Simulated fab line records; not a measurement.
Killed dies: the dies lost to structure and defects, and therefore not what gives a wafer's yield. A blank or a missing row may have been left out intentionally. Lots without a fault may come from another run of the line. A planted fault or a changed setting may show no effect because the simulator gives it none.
fab line records + flow nandHarc
record
- lots=12
- wafers=36
- lastDay=34
route steps=1302 shown P_GATE@131
lots that met no fault: from a run of the same line without faults
startH: start of the lot's first displayed wafer, in hours after the record's first day + waitH: time in hours since the lot's previous step + " repeats the value in the row above + L1.1+2: a single row standing in for several wafers + - value missing, or start not given + * or withheld: withheld + < > ~ a bound
route shown NAME@n: a module of which the file shows steps, and the number in the route of the first + usual: mean/standard deviation of fault-free wafers + same: alike in all rows + chamber/n: place in a boat + sites: readings site by site + _std_site: how widely they spread, as a standard deviation + _edge_site: mean of outer sites minus mean of inner sites + radiusMm: for every site, how far away it sits from the centre of the wafer + mask NAME#n: copy n + behind: the tool/chamber that last shaped the wafer + hold: why the lot was held/for how many hours/how that ended + device: which transistor (n, p or np) failed to switch + end of line: tests of these same wafers at the route's end + for a step that has no rows: nothing shown but its recipe + killed: the dies lost at the first sort to structure and to defects; this is not the yield of the wafer + map: per-die view of a wafer (x killed, . not killed, _ where there is no die)
set.NAME: the setting the step ran with; set.NAME@STEP: the setting that earlier step ran with + model.NAME: the simulator's own value behind a step, which no gauge read
the route's steps for a sample of lots (tables are steps, rows are wafers)
services: from which hour (startH, from the record's first day; less than 0 if before it) a tool's chamber was out of use, for how many hours, and why
## steps
# step NHARC_P_GATE_HM_DEP_102
# recipe
- targetThkA=1200
- tempC=400
- material=aC
# usual
- throttleValvePct=35.001/0.0091
| lot.wafer | tool      | chamber | startH | waitH | throttleValvePct |
|-----------|-----------|---------|--------|-------|------------------|
| L958.1    | aclDep-02 | 0       | 116.98 | 1.9   | 34.983           |
| L958.5    | "         | 0       | "      | "     | 35.006           |
| L958.6    | "         | 0       | "      | "     | 35.003           |
| L959.3    | aclDep-01 | 0       | 131.91 | 2.3   | 34.990           |
| L959.4    | "         | 0       | "      | "     | 34.990           |
| L959.5    | "         | 0       | "      | "     | 35.002           |
| L960.3    | aclDep-01 | 0       | 132.56 | 3.0   | 34.989           |
| L960.5    | "         | 0       | "      | "     | 35.009           |
| L960.6    | "         | 0       | "      | "     | 35.005           |
| L961.1    | aclDep-02 | 0       | 141.34 | 0.4   | 34.984           |
| L961.5    | "         | 0       | "      | "     | 35.013           |
| L961.6    | "         | 0       | "      | "     | 35.000           |
| L964.2    | aclDep-03 | 0       | 181.89 | 0.5   | 34.995           |
| L964.3    | "         | 0       | "      | "     | 35.007           |
| L964.5    | "         | 0       | "      | "     | 34.991           |
| L966.1    | aclDep-03 | 0       | 192.88 | 1.8   | 34.998           |
| L966.2    | "         | 0       | "      | "     | 35.009           |
| L966.6    | "         | 0       | "      | "     | 34.992           |
| L972.3    | aclDep-03 | 0       | 254.96 | 0.6   | 35.006           |
| L972.4    | "         | 0       | "      | "     | 35.001           |
| L972.5    | "         | 0       | "      | "     | 34.994           |
| L974.2    | aclDep-03 | 0       | 278.20 | 2.4   | 34.999           |
| L974.5    | "         | 0       | "      | "     | 35.012           |
| L974.6    | "         | 0       | "      | "     | 35.006           |
| L976.1    | aclDep-03 | 0       | 294.38 | 2.5   | 34.997           |
| L976.3    | "         | 0       | "      | "     | 35.018           |
| L976.4    | "         | 0       | "      | "     | 35.011           |
| L977.2    | aclDep-02 | 0       | 300.40 | 0.5   | 34.977           |
| L977.3    | "         | 0       | "      | "     | 34.999           |
| L977.6    | "         | 0       | "      | "     | 34.999           |
| L978.4    | aclDep-02 | 0       | 314.99 | 4.2   | 35.002           |
| L978.5    | "         | 0       | "      | "     | 35.011           |
| L978.6    | "         | 0       | "      | "     | 35.019           |
| L979.1    | aclDep-03 | 0       | 328.90 | 3.1   | 34.990           |
| L979.2    | "         | 0       | "      | "     | 35.006           |
| L979.4    | "         | 0       | "      | "     | 34.993           |
# step NHARC_P_GATE_ETCH_104
# recipe
- targetDepthA=600
- timeS=withheld
- cf4FlowSccm=100
- chf3FlowSccm=30
- arFlowSccm=0
- rfW=500
- biasW=200
- chemistry=CF4/CHF3
# usual
- cf4FlowSccm=100.0/0.33
- drypumpMotorCurrentA=5.9/0.47
- oesProductAu=0.949/0.02
- rfFwdPowerW=492.6/2.6
- rfVppV=370.9/2.1
- showerheadPlenumPTorr=1.58/0.055
- throttleValvePct=16.803/0.0095
| lot.wafer | tool       | chamber | startH | waitH | cf4FlowSccm | drypumpMotorCurrentA | oesProductAu | rfFwdPowerW | rfVppV | showerheadPlenumPTorr | throttleValvePct |
|-----------|------------|---------|--------|-------|-------------|----------------------|--------------|-------------|--------|-----------------------|------------------|
| L958.1    | rieDiel-01 | 3       | 118.47 | 0.1   | 99.7        | 6.3                  | 0.959        | 494.6       | 371.7  | 1.62                  | 16.795           |
| L958.6    | "          | 2       | "      | "     | 100.5       | 5.4                  | 0.936        | 493.0       | 370.3  | 1.56                  | 16.811           |
| L958.5    | "          | 3       | "      | "     | 100.2       | 6.3                  | 0.951        | 496.5       | 370.5  | 1.62                  | 16.798           |
| L959.4    | rieDiel-07 | 2       | 133.34 | 0.1   | 99.7        | 5.7                  | 0.968        | 487.1       | 374.7  | 1.67                  | 16.806           |
| L959.3    | "          | 1       | "      | "     | 100.0       | 6.5                  | 0.976        | 488.5       | 369.8  | 1.53                  | 16.803           |
| L959.5    | "          | 3       | "      | "     | 100.5       | 5.4                  | 0.956        | 489.2       | 372.2  | 1.60                  | 16.780           |
| L960.3    | rieDiel-07 | 1       | 133.87 | 0.1   | 99.4        | 6.5                  | 0.969        | 489.5       | 369.7  | 1.53                  | 16.806           |
| L960.6    | "          | 3       | "      | "     | 100.2       | 5.4                  | 0.978        | 492.4       | 371.8  | 1.60                  | 16.787           |
| L960.5    | "          | 0       | "      | "     | 99.9        | 5.4                  | 0.959        | 493.1       | 367.1  | 1.51                  | 16.818           |
| L961.1    | rieDiel-07 | 1       | 142.97 | 0.1   | 99.8        | 6.5                  | 0.951        | 486.6       | 368.8  | 1.53                  | 16.797           |
| L961.5    | "          | 1       | "      | "     | 99.3        | 6.5                  | 0.961        | 489.0       | 368.5  | 1.53                  | 16.799           |
| L961.6    | "          | 2       | "      | "     | 99.9        | 5.7                  | 0.968        | 489.3       | 375.3  | 1.67                  | 16.797           |
| L964.3    | rieDiel-01 | 2       | 183.40 | 0.1   | 99.9        | 5.4                  | 0.711        | 292.3       | 369.9  | 1.56                  | 16.822           |
| L964.2    | "          | 3       | "      | "     | 100.8       | 6.3                  | 0.928        | 497.4       | 373.7  | 1.62                  | 16.802           |
| L964.5    | "          | 3       | "      | "     | 100.6       | 6.3                  | 0.921        | 497.9       | 371.1  | 1.62                  | 16.806           |
| L966.2    | rieDiel-13 | 2       | 194.51 | 0.1   | 100.2       | 5.6                  | 0.936        | 492.2       | 368.8  | 1.54                  | 16.803           |
| L966.1    | "          | 3       | "      | "     | 99.9        | 6.0                  | 0.920        | 492.9       | 373.2  | 1.64                  | 16.790           |
| L966.6    | "          | 1       | "      | "     | 100.4       | 6.8                  | 0.936        | 492.9       | 373.3  | 1.63                  | 16.805           |
| L972.3    | rieDiel-13 | 2       | 256.25 | 0.1   | 99.9        | 5.5                  | 0.942        | 496.0       | 369.9  | 1.54                  | 16.798           |
| L972.5    | "          | 3       | "      | "     | 100.2       | 6.0                  | 0.953        | 494.3       | 370.6  | 1.64                  | 16.825           |
| L972.4    | "          | 1       | "      | "     | 99.7        | 6.8                  | 0.957        | 491.4       | 371.9  | 1.63                  | 16.808           |
| L974.2    | rieDiel-07 | 0       | 279.94 | 0.1   | 100.5       | 5.4                  | 0.945        | 496.7       | 368.6  | 1.51                  | 16.813           |
| L974.6    | "          | 0       | "      | "     | 100.3       | 5.4                  | 0.951        | 496.1       | 367.9  | 1.51                  | 16.820           |
| L974.5    | "          | 1       | "      | "     | 100.0       | 6.5                  | 0.958        | 493.0       | 370.1  | 1.53                  | 16.801           |
| L976.4    | rieDiel-01 | 2       | 295.88 | 0.1   | 99.9        | 5.4                  | 0.932        | 494.0       | 370.5  | 1.56                  | 16.784           |
| L976.1    | "          | 3       | "      | "     | 99.9        | 6.3                  | 0.933        | 493.0       | 371.2  | 1.62                  | 16.799           |
| L976.3    | "          | 0       | "      | "     | 100.2       | 5.5                  | 0.924        | 496.2       | 372.1  | 1.59                  | 16.795           |
| L977.2    | rieDiel-13 | 2       | 301.94 | 0.1   | 100.2       | 5.6                  | 0.929        | 495.8       | 370.0  | 1.54                  | 16.792           |
| L977.3    | "          | 3       | "      | "     | 100.1       | 6.0                  | 0.927        | 492.9       | 373.4  | 1.64                  | 16.805           |
| L977.6    | "          | 0       | "      | "     | 100.2       | 5.8                  | 0.926        | 494.9       | 368.3  | 1.49                  | 16.795           |
| L978.4    | rieDiel-13 | 1       | 316.31 | 0.1   | 100.0       | 6.8                  | 0.930        | 493.5       | 372.4  | 1.63                  | 16.801           |
| L978.5    | "          | 0       | "      | "     | 99.7        | 5.8                  | 0.923        | 493.3       | 368.7  | 1.49                  | 16.814           |
| L978.6    | "          | 1       | "      | "     | 100.0       | 6.8                  | 0.925        | 492.7       | 374.2  | 1.63                  | 16.811           |
| L979.1    | rieDiel-07 | 2       | 330.51 | 0.1   | 100.1       | 5.7                  | 0.972        | 488.7       | 372.5  | 1.67                  | 16.789           |
| L979.2    | "          | 3       | "      | "     | 99.9        | 5.4                  | 0.959        | 487.2       | 371.9  | 1.59                  | 16.787           |
| L979.4    | "          | 0       | "      | "     | 100.6       | 5.4                  | 0.961        | 495.9       | 369.1  | 1.51                  | 16.800           |
# step NHARC_P_GATE_STRIP_111
# recipe
- powerW=1500
- tempC=110
- timeS=250
- chemistry=N2/H2
# usual
- drypumpMotorCurrentA=5.6/0.6
- heaterPowerW=87/9.3
| lot.wafer | tool           | chamber | startH | waitH | drypumpMotorCurrentA | heaterPowerW | rfHoursCounterH |
|-----------|----------------|---------|--------|-------|----------------------|--------------|-----------------|
| L958.1    | plasmaAsher-01 | 0       | 130.69 | 0.2   | 5.1                  | 86           | 24              |
| L958.5    | "              | 0       | "      | "     | 5.1                  | 85           | -               |
| L958.6    | "              | 1       | "      | "     | 6.2                  | 97           | -               |
| L959.4    | plasmaAsher-01 | 1       | 145.74 | 0.2   | 6.2                  | 98           | -               |
| L959.3    | "              | 0       | "      | "     | 5.1                  | 87           | -               |
| L959.5    | "              | 0       | "      | "     | 5.1                  | 84           | -               |
| L960.3    | plasmaAsher-02 | 0       | 146.18 | 0.2   | 6.2                  | 69           | -               |
| L960.5    | "              | 0       | "      | "     | 6.2                  | 68           | -               |
| L960.6    | "              | 1       | "      | "     | 4.9                  | 81           | -               |
| L961.1    | plasmaAsher-01 | 1       | 155.40 | 0.2   | 6.2                  | 95           | 31              |
| L961.5    | "              | 0       | "      | "     | 5.1                  | 83           | -               |
| L961.6    | "              | 1       | "      | "     | 6.3                  | 96           | -               |
| L964.2    | plasmaAsher-02 | 1       | 195.52 | 0.2   | 4.9                  | 79           | 25              |
| L964.3    | "              | 0       | "      | "     | 6.2                  | 70           | -               |
| L964.5    | "              | 0       | "      | "     | 6.2                  | 69           | -               |
| L966.1    | plasmaAsher-02 | 1       | 206.72 | 0.2   | 4.9                  | 79           | 28              |
| L966.2    | "              | 0       | "      | "     | 6.2                  | 71           | 28              |
| L966.6    | "              | 1       | "      | "     | 4.9                  | 82           | -               |
| L972.4    | plasmaAsher-02 | 1       | 270.83 | 0.2   | 4.9                  | 86           | -               |
| L972.3    | "              | 0       | "      | "     | 6.2                  | 73           | -               |
| L972.5    | "              | 1       | "      | "     | 4.9                  | 85           | -               |
| L974.2    | plasmaAsher-01 | 1       | 294.38 | 0.2   | 6.3                  | 98           | 24              |
| L974.6    | "              | 0       | "      | "     | 5.1                  | 90           | -               |
| L974.5    | "              | 1       | "      | "     | 6.3                  | 95           | -               |
| L976.1    | plasmaAsher-01 | 0       | 308.05 | 0.2   | 5.2                  | 90           | 28              |
| L976.3    | "              | 1       | "      | "     | 6.3                  | 95           | -               |
| L976.4    | "              | 0       | "      | "     | 5.2                  | 87           | -               |
| L977.2    | plasmaAsher-01 | 1       | 314.09 | 0.2   | 6.3                  | 98           | 28              |
| L977.3    | "              | 1       | "      | "     | 6.3                  | 100          | -               |
| L977.6    | "              | 1       | "      | "     | 6.3                  | 98           | -               |
| L978.4    | plasmaAsher-01 | 1       | 330.64 | 0.2   | 6.3                  | 93           | -               |
| L978.6    | "              | 1       | "      | "     | 6.2                  | 96           | -               |
| L978.5    | "              | 0       | "      | "     | 5.1                  | 93           | -               |
| L979.1    | plasmaAsher-02 | 0       | 345.36 | 0.6   | 6.2                  | 73           | 17              |
| L979.2    | "              | 1       | "      | "     | 4.9                  | 84           | 17              |
| L979.4    | "              | 0       | "      | "     | 6.2                  | 73           | -               |
# step NHARC_P_GATE_DESCUM_93
# recipe
- timeS=3
- o2FlowSccm=200
- arFlowSccm=0
- biasPowerW=0
- chemistry=O2
# usual
- drypumpMotorCurrentA=5.9/0.45
- oesProductAu=1.001/0.0071
- rfVppV=57.9/0.81
- showerheadPlenumPTorr=1.92/0.066
- throttleValvePct=11.312/0.0097
| lot.wafer | tool       | chamber | startH | waitH | drypumpMotorCurrentA | oesProductAu | rfHoursCounterH | rfVppV | showerheadPlenumPTorr | throttleValvePct |
|-----------|------------|---------|--------|-------|----------------------|--------------|-----------------|--------|-----------------------|------------------|
| L958.1    | rieDiel-13 | 0       | 133.68 | -     | 5.8                  | 1.014        | 9               | 56.2   | 1.80                  | 11.311           |
| L958.5    | "          | 2       | "      | "     | 5.6                  | 1.013        | -               | 58.0   | 1.87                  | 11.308           |
| L958.6    | "          | 3       | "      | "     | 6.0                  | 1.002        | -               | 56.9   | 2.00                  | 11.300           |
| L959.4    | rieDiel-01 | 1       | 148.77 | -     | 6.0                  | 1.007        | 4               | 57.3   | 1.94                  | 11.319           |
| L959.3    | "          | 3       | "      | "     | 6.3                  | 0.992        | 4               | 58.3   | 1.97                  | 11.304           |
| L959.5    | "          | 1       | "      | "     | 6.0                  | 1.006        | -               | 56.7   | 1.94                  | 11.311           |
| L960.3    | rieDiel-07 | 0       | 149.08 | -     | 5.4                  | 0.992        | 0               | 57.3   | 1.83                  | 11.309           |
| L960.5    | "          | 0       | "      | "     | 5.4                  | 0.997        | -               | 57.8   | 1.83                  | 11.296           |
| L960.6    | "          | 1       | "      | "     | 6.5                  | 0.998        | -               | 57.3   | 1.86                  | 11.318           |
| L961.1    | rieDiel-13 | 3       | 158.19 | -     | 6.0                  | 1.004        | 10              | 58.2   | 2.00                  | 11.305           |
| L961.5    | "          | 1       | "      | "     | 6.8                  | 1.019        | -               | 58.3   | 1.98                  | 11.305           |
| L961.6    | "          | 2       | "      | "     | 5.6                  | 1.004        | -               | 57.6   | 1.87                  | 11.319           |
| L964.2    | rieDiel-01 | 2       | 198.65 | -     | 5.4                  | 0.999        | 9               | 57.8   | 1.90                  | 11.322           |
| L964.3    | "          | 1       | "      | "     | 6.0                  | 1.002        | 9               | 57.9   | 1.93                  | 11.303           |
| L964.5    | "          | 3       | "      | "     | 6.3                  | 1.003        | -               | 58.2   | 1.97                  | 11.305           |
| L966.2    | rieDiel-07 | 1       | 209.87 | -     | 6.5                  | 0.999        | 5               | 56.7   | 1.86                  | 11.301           |
| L966.1    | "          | 2       | "      | "     | 5.7                  | 1.003        | 5               | 58.1   | 2.04                  | 11.333           |
| L966.6    | "          | 0       | "      | "     | 5.4                  | 1.001        | -               | 57.6   | 1.83                  | 11.324           |
| L972.3    | rieDiel-07 | 2       | 273.71 | -     | 5.7                  | 0.998        | 8               | 58.7   | 2.04                  | 11.317           |
| L972.4    | "          | 2       | "      | "     | 5.7                  | 1.005        | -               | 57.3   | 2.04                  | 11.304           |
| L972.5    | "          | 3       | "      | "     | 5.4                  | 1.000        | -               | 59.5   | 1.94                  | 11.303           |
| L974.2    | rieDiel-13 | 1       | 297.32 | -     | 6.8                  | 1.003        | 4               | 57.7   | 1.98                  | 11.321           |
| L974.6    | "          | 3       | "      | "     | 6.0                  | 0.992        | -               | 58.6   | 2.00                  | 11.316           |
| L974.5    | "          | 0       | "      | "     | 5.8                  | 0.993        | -               | 57.9   | 1.80                  | 11.304           |
| L976.3    | rieDiel-07 | 1       | 314.72 | -     | 6.5                  | 0.991        | 1               | 58.2   | 1.85                  | 11.315           |
| L976.1    | "          | 2       | "      | "     | 5.7                  | 1.002        | 1               | 58.3   | 2.04                  | 11.322           |
| L976.4    | "          | 1       | "      | "     | 6.5                  | 0.988        | -               | 58.0   | 1.85                  | 11.326           |
| L977.2    | rieDiel-13 | 2       | 317.05 | -     | 5.5                  | 0.997        | 6               | 56.9   | 1.87                  | 11.311           |
| L977.3    | "          | 1       | "      | "     | 6.8                  | 0.999        | 6               | 58.3   | 1.98                  | 11.320           |
| L977.6    | "          | 3       | "      | "     | 6.0                  | 0.990        | -               | 57.7   | 2.00                  | 11.315           |
| L978.6    | rieDiel-01 | 1       | 333.63 | -     | 6.0                  | 1.010        | -               | 57.2   | 1.93                  | 11.310           |
| L978.4    | "          | 2       | "      | "     | 5.4                  | 1.007        | -               | 57.7   | 1.89                  | 11.302           |
| L978.5    | "          | 3       | "      | "     | 6.3                  | 1.006        | -               | 58.1   | 1.97                  | 11.324           |
| L979.2    | rieDiel-07 | 0       | 350.89 | -     | 5.4                  | 0.996        | 5               | 56.6   | 1.83                  | 11.302           |
| L979.1    | "          | 1       | "      | "     | 6.4                  | 1.006        | 5               | 57.2   | 1.85                  | 11.306           |
| L979.4    | "          | 2       | "      | "     | 5.7                  | 1.003        | -               | 57.0   | 2.04                  | 11.330           |
## services
| tool           | chamber | startH | hours | kind   |
|----------------|---------|--------|-------|--------|
| rieDiel-13     | 0       | 94.00  | 4.0   | repair |
| aclDep-03      | -       | 97.89  | 1.2   | repair |
| plasmaAsher-01 | -       | 101.62 | 4.1   | repair |
| rieDiel-13     | -       | 104.55 | 0.9   | repair |
| rieDiel-01     | 0       | 105.87 | 6.0   | repair |
| rieDiel-07     | 0       | 108.30 | 6.7   | repair |
| rieDiel-01     | -       | 108.52 | 0.1   | repair |
| rieDiel-07     | -       | 117.20 | 9.0   | pm     |
| rieDiel-13     | 0       | 155.29 | 5.9   | repair |
| plasmaAsher-01 | -       | 165.00 | 9.0   | pm     |
| rieDiel-13     | -       | 165.00 | 9.0   | pm     |
| plasmaAsher-01 | -       | 184.56 | 25.4  | repair |
| rieDiel-07     | 2       | 199.57 | 6.0   | repair |
| rieDiel-13     | 3       | 239.38 | 8.2   | repair |
| rieDiel-07     | 1       | 246.61 | 10.3  | repair |
| rieDiel-13     | 2       | 252.45 | 1.2   | repair |
| rieDiel-13     | 0       | 254.60 | 7.8   | repair |
| rieDiel-07     | 0       | 269.96 | 5.8   | repair |
| rieDiel-07     | 3       | 278.54 | 36.4  | repair |
| rieDiel-07     | -       | 294.20 | 9.0   | pm     |
| rieDiel-13     | 1       | 328.49 | 5.4   | repair |
| plasmaAsher-01 | -       | 342.00 | 9.0   | pm     |
| rieDiel-13     | -       | 342.00 | 9.0   | pm     |
| rieDiel-07     | 3       | 346.56 | 9.8   | repair |
## key
firstSign
- step=NHARC_P_GATE_ETCH_104
- reading=rfFwdPowerW
- direction=down
- sigmas=76
- usual=*
- struck=*
effect
- step=NHARC_P_GATE_ETCH_104
- reading=oesProductAu
- direction=down
- sigmas=12
- usual=0.949
- struck=0.711
metAt NHARC_P_GATE_ETCH_104
struckLots L964
struckWafers L964.3
testerLeftOut L964
notActingAt NHARC_P_GATE_HM_DEP_102,NHARC_P_GATE_STRIP_111,NHARC_P_GATE_DESCUM_93
onsetBetween 118.47 183.40
fault
- kind=processParameterDrift
- tool=rieDiel-01
- chamber=2
- onsetH=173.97
- steps=NHARC_P_GATE_ETCH_104
- channel=rfW
- offset=*
- shape=step
- endH=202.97
- actsIn=*
- stated=*
# testerLeftOut: of these lots the tester's yield and bins aren't shown, on N5 and GAA mostly nor the transistor test; their killed dies are dies lost to structure and defects alone, not to doping, threshold or leakage, so they don't give the yield
